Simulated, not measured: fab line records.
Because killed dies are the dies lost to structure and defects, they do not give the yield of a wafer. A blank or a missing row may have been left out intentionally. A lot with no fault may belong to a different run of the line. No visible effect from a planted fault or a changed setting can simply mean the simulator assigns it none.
Matching of chambers ; flow nandHarc ; cmp-04 running NHARC_P_M1_CMP_23: 4 sister chambers
The step polishes, t overpolish 20 s, target thk 157.82 nm. 7 wafers are shown with their chamber, then 7 later ones without.

WAFERS, EACH WITH ITS CHAMBER
wafer;chamber;motorCurrentA (A);timeToEndpointS (s)
L295.2;2;11.2;27.8
L295.6;1;11.4;25.4
L296.2;0;11.6;27.5
L296.4;3;12.2;29.3
L296.6;3;11.3;26.7
L303.1;0;11.5;29.1
L303.2;2;10.3;30.5

WAFERS MISSING THEIR CHAMBER
wafer;motorCurrentA (A);timeToEndpointS (s)
L303.3;11.9;28.6
L308.3;11.1;28.1
L308.5;11.8;24.9
L308.6;10.2;27.7
L309.1;11.5;28.8
L309.2;11.6;29.5
L309.4;11.5;26.6

CHAMBER TAKEN BY EACH
wafer;from the rows above;in truth
L303.3;can't be placed: 3 or 0 or 1 or 2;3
L308.3;can't be placed: 0 or 2 or 3 or 1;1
L308.5;can't be placed: 1 or 3 or 0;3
L308.6;can't be placed: 2 or 0 or 1 or 3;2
L309.1;can't be placed: 0 or 3 or 2 or 1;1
L309.2;can't be placed: 0 or 3 or 2 or 1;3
L309.4;can't be placed: 1 or 3 or 0 or 2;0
Correctly placed: 0 of 7. Unplaceable from these rows: 7, with the true chamber sitting among the candidates in 7. Number placed wrongly: 0.
How it was worked out, from the rows above alone: a wafer's distance from a chamber is the root of the sum, over the readings, of the square of ((its reading less the chamber's mean) divided by the reading's scatter). The wafer belongs to the nearest chamber; if the next one is less than 2 further off, it can't be placed. A chamber's mean is the mean of its shown wafers. The scatter: the root of (the sum of the squares of (reading less its chamber's mean) over the shown wafers, divided by (wafers less chambers)).
